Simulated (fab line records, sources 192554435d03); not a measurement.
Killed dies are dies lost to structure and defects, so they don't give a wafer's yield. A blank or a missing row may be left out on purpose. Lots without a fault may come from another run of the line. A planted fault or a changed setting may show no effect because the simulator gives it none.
One fault seen from 3 desks | flow n5_finfet | each desk has only its own numbers; what lay behind them comes last

THE DEFECT DESK
What the inspections along the route counted, lot by lot: means of the sampled wafers that have a number. A lot is out of limits, marked OUT, if its mean lies more than 4 standard deviations from the usual mean; the brackets give that distance.
Columns: A = raw_defect_count at N5_BEOL_M8_INSPECT_30, usual 402
lot  | first seen here | A
L350 | day 10 14:52    | 305
L352 | day 11 08:10    | 1297 (+9.6) OUT
L355 | day 12 03:08    | 1371 (+10) OUT
L359 | day 12 18:24    | 389
L357 | day 13 00:20    | 438
L362 | day 14 16:19    | 443
L363 | day 14 16:45    | 372
L367 | day 14 17:52    | 382
L365 | day 15 01:44    | 563
L366 | day 15 19:43    | 540
This desk's finding: out of limits on L352, L355; first on L352, day 11 08:10 (raw_defect_count at N5_BEOL_M8_INSPECT_30). In limits: L350, L359, L357, L362, L363, L367, L365, L366.

THE TOOL OWNER'S DESK: rie_diel-03
The tool's own readings at N5_BEOL_M8_STRIP_67 (strips in CF4): means of the sampled wafers that have a number, for each lot that ran on this tool. A lot is out of limits, marked OUT, if its mean lies more than 4 standard deviations from the usual mean; the brackets give that distance.
Columns: A = drypump_motor_current_A at N5_BEOL_M8_STRIP_67, usual 5.7 A; B = oes_product_au at N5_BEOL_M8_STRIP_67, usual 0.80 a.u.; C = rf_vpp_V at N5_BEOL_M8_STRIP_67, usual 272.1 V; D = showerhead_plenum_p_Torr at N5_BEOL_M8_STRIP_67, usual 1.83 Torr; E = throttle_valve_pct at N5_BEOL_M8_STRIP_67, usual 13.49 %
lot  | first seen here | A   | B    | C     | D    | E
L350 | day 10 11:28    | 5.5 | 0.80 | 272.1 | 1.85 | 13.51
L352 | day 11 06:53    | 5.3 | 0.74 | 272.1 | 1.83 | 13.54
L355 | day 12 01:37    | 5.3 | 0.78 | 272.1 | 1.82 | 13.57
L363 | day 14 15:32    | 5.8 | 0.81 | 273.0 | 1.88 | 13.52
L367 | day 14 17:09    | 5.7 | 0.81 | 272.9 | 1.86 | 13.55
L365 | day 14 22:28    | 5.5 | 0.87 | 271.9 | 1.84 | 13.16
This desk's finding: nothing out of limits on any of the 6 lots.

THE METROLOGY DESK
What the gauges read, lot by lot, whatever tool the lot ran on: means of the sampled wafers that have a number. A lot is out of limits, marked OUT, if its mean lies more than 4 standard deviations from the usual mean; the brackets give that distance.
Columns: A = cd_nm at N5_BEOL_M8_CD_MEAS_11, usual 38.4 nm; B = cd_nm at N5_BEOL_M8_CD_MEAS_18, usual 39.9 nm
lot  | first seen here | A    | B
L350 | day 10 10:59    | 38.1 | 40.1
L352 | day 11 06:23    | 38.6 | 40.3
L355 | day 12 01:07    | 38.0 | 39.6
L359 | day 12 17:28    | 37.9 | 39.8
L357 | day 12 22:41    | 37.5 | 39.0
L363 | day 14 14:35    | 38.5 | 40.1
L362 | day 14 14:46    | 38.7 | 40.6
L367 | day 14 16:28    | 38.7 | 40.4
L365 | day 14 22:08    | 38.9 | 40.0
L366 | day 15 17:51    | 38.4 | 39.6
This desk's finding: nothing out of limits on any of the 10 lots.

PUT TOGETHER
The defect desk could have raised an alarm at day 11 08:10, on L352, L355.
The tool owner's desk saw nothing out of limits.
The metrology desk saw nothing out of limits.
The tool owner's desk has L352, L355 on record, within its limits.
The metrology desk has L352, L355 on record, within its limits.
Of the lots named, all ran N5_BEOL_M8_STRIP_67 on rie_diel-03.

WHAT THE SIMULATOR HAD PUT IN
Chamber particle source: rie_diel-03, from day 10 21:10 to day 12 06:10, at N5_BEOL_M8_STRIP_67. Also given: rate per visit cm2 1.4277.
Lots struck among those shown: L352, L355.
Hours from the fault's start to each desk's first reading out of limits: the defect desk, 11.
